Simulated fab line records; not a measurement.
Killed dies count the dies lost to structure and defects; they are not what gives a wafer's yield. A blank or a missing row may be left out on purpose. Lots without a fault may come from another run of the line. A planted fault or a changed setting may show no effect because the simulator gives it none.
Chamber matching    flow nand harc    4 sister chambers for NHARC_A_CHANNEL_HOLE_D1_ETCH_44 on rie diel-12
The step etches the open film in CF4/O2, target depth 140 nm, overetch 14 nm, time 77 s. 4 wafers are shown with their chamber, then 7 later ones without.

WAFERS WITH THEIR CHAMBER
wafer   chamber  drypump motor current A (A)
L423.3  1        5.1
L423.5  2        5.7
L427.1  0        6.5
L427.3  3        6.0

WAFERS WHOSE CHAMBER IS MISSING
wafer   drypump motor current A (A)
L427.4  5.7
L429.1  5.7
L429.3  6.5
L429.5  6.5
L436.1  6.0
L436.2  6.4
L436.4  5.1

CHAMBER TAKEN BY EACH
wafer   from the rows above  in truth
L427.4  2                    2
L429.1  2                    2
L429.3  0                    0
L429.5  0                    0
L436.1  3                    3
L436.2  0                    0
L436.4  1                    1
Correct placement for 7 of the 7. Not placeable from these rows: 0. 0 placed wrongly.
How it was worked out, from the rows above alone: a wafer's distance from a chamber is the root of the sum, over the readings, of the square of ((its reading less the chamber's mean) divided by the reading's scatter). If the next closest chamber is less than 2 further off than the closest, the wafer can't be placed; otherwise it belongs to the closest. For every chamber, the mean is computed from those of its wafers that are shown. The scatter (one wafer shown for each chamber): square how far every hidden wafer sits from the nearest shown wafer, average those squares and take the square root.
